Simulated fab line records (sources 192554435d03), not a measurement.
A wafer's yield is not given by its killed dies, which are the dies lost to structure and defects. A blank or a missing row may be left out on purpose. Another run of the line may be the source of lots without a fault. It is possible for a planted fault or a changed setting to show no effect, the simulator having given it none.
A lot that was struck, set against a sound lot -- flow n5-finfet -- 16 out of 1938 route steps
Sound: the wafers L368.3, L368.5, L368.6. The struck wafers were L361.1, L361.4, L361.6. Last of all comes the cause.
Each step with rows lists, per side, the tool, then ch with its chambers, then its first start. Under that, the readings that differ: sound wafers -- struck wafers -- difference of the means -- sigmas: that difference in standard deviations of wafers without a fault.
alike: a reading whose means differ by less than 2 such deviations, as well as words and numbers matching on both sides. not compared: withheld readings; readings where some wafer has no value; bounds like >300 that might hide an equal value; numbers whose values overlap and for which the record gives no deviation.
Wherever a step has rows on one side only, a row that says differs or no value, or a row with sigmas, the two part there. Non-overlapping numbers with no deviation appear without sigmas and do not part them. A reading missing from all wafers of one side parts the sides only when that side holds two or more wafers.

first, 3 steps without rows for these wafers: N5_HKMG_FIN_STRIP_19 (strips in N2/H2, time 360 s); N5_HKMG_FIN_ALD_91 (deposits TiN, target thk 1 nm, pulse time 1 s, purge time 3 s); N5_HKMG_FIN_COAT_85 (time 60 s, resist thk 300 nm).
N5_HKMG_FIN_ETCH_86: etches SOC in N2/H2, stops on TiN, target depth 393.2 nm.
  sound on rie-diel-01 ch 0,1,2, day 9 12:14; struck on rie-diel-01 ch 1,2, day 7 15:37
  alike: bias-w, chamber-pressure-mTorr, drypump-motor-current-A, oes-product-au, rf-vpp-V, showerhead-plenum-p-Torr, throttle-valve-pct
  not compared: rf-hours-counter-h
N5_HKMG_FIN_STRIP_89: strips SOC in N2/H2, time 20 s.
  sound on rie-diel-01 ch 0,1,2, day 9 12:18; struck on rie-diel-01 ch 1,2, day 7 15:41
  alike: drypump-motor-current-A, oes-product-au, rf-vpp-V, showerhead-plenum-p-Torr, throttle-valve-pct
  not compared: rf-hours-counter-h
then, 1 step without rows for these wafers: N5_HKMG_FIN_WET_ETCH_87 (etches TiN in SC1, time 154.2 s, target depth 4.7 nm, rinse time 30 s).
N5_HKMG_FIN_STRIP_88: strips in N2/H2, time 360 s.
  sound on plasma-asher-01 ch 0,1, day 9 12:37; struck on plasma-asher-02 ch 0,1, day 7 15:52
  alike: drypump-motor-current-A, heater-power-w
  not compared: rf-hours-counter-h
N5_HKMG_FIN_NWFM_ALD_20: deposits TiAlC, target thk 2 nm, pulse time 3 s, purge time 2 s.
  sound on ald-metal-01 ch 0,2,3, day 9 12:53; struck on ald-metal-03 ch 1,2,3, day 7 16:16
  alike: heater-power-w, precursor-pulse-height-rel
then, 3 steps without rows for these wafers: N5_HKMG_FIN_ALD_71 (deposits TiN, target thk 1 nm, pulse time 1 s, purge time 3 s); N5_HKMG_FIN_COAT_66 (time 60 s, resist thk 300 nm); N5_HKMG_FIN_ETCH_67 (etches SOC in N2/H2, stops on TiN, target depth 388.9 nm).
N5_HKMG_FIN_STRIP_90: strips SOC in N2/H2, time 20 s.
  sound on rie-diel-01 ch 0,3, day 9 13:22; struck on rie-diel-05 ch 0,2,3, day 7 16:46
  alike: drypump-motor-current-A, oes-product-au, rf-vpp-V, showerhead-plenum-p-Torr, throttle-valve-pct
  not compared: rf-hours-counter-h
N5_HKMG_FIN_WET_ETCH_73: etches the open film in SC1, time 42.3 s, target depth 1.3 nm, rinse time 30 s.
  sound on wet-bench-05 ch 1,3,4, day 9 13:28; struck on wet-bench-05 ch 3,4,7, day 7 16:52
  no value came back on the struck wafers for bath-guard-temp-C (C), bath-heat-duty-pct (%); on the sound wafers bath-guard-temp-C (C) reads 50.2 49.5 49.7
then, 1 step without rows for these wafers: N5_HKMG_FIN_ETCHBACK_68 (etches the open film in Cl2/Ar, stops on HfO2, target depth 0.5 nm).
-- a jump in the record: the struck wafers' starts before and after are 4 days apart (it breaks off in module HKMG_FIN and resumes in module BEOL_M4, where the first step shown is number 1111 of the route) --
N5_BEOL_M4_RC_MEAS_101:
  sound on prober-02 ch 0, day 13 14:43; struck on prober-02 ch 0, day 11 09:31
  alike: DIBL_N, DIBL_P, IOFF_N, IOFF_P, ION_N, ION_P, SS_N, SS_P, VT_N, VT_P
-- the record jumps here: 5 days lie between the struck wafers' starts before and after (it left off in module BEOL_M4 and takes up again in module PASSIVATION, whose first step shown is number 1936 of the route) --
N5_PASSIVATION_PROBE_49:
  sound: prober-02 at day 17 12:32; struck: prober-02 at day 16 03:42
  alike: defect-limited-yield, killed_at_M0_to_M3, killed_at_M4_up, killed-at-contacts, killed-at-front-end, killed-at-other, killed-dies, killed-on-rim, killed-open, killed-short, sort_bin_5_function, sort_bin_6_memory, sort-n-pass, sort-yield-pct

WHERE THEY PART
N5_HKMG_FIN_WET_ETCH_73 only, going by this record. Later steps at which nothing parts them and some readings are alike: N5_BEOL_M4_RC_MEAS_101, N5_PASSIVATION_PROBE_49.

WHY: the cause the simulator had injected
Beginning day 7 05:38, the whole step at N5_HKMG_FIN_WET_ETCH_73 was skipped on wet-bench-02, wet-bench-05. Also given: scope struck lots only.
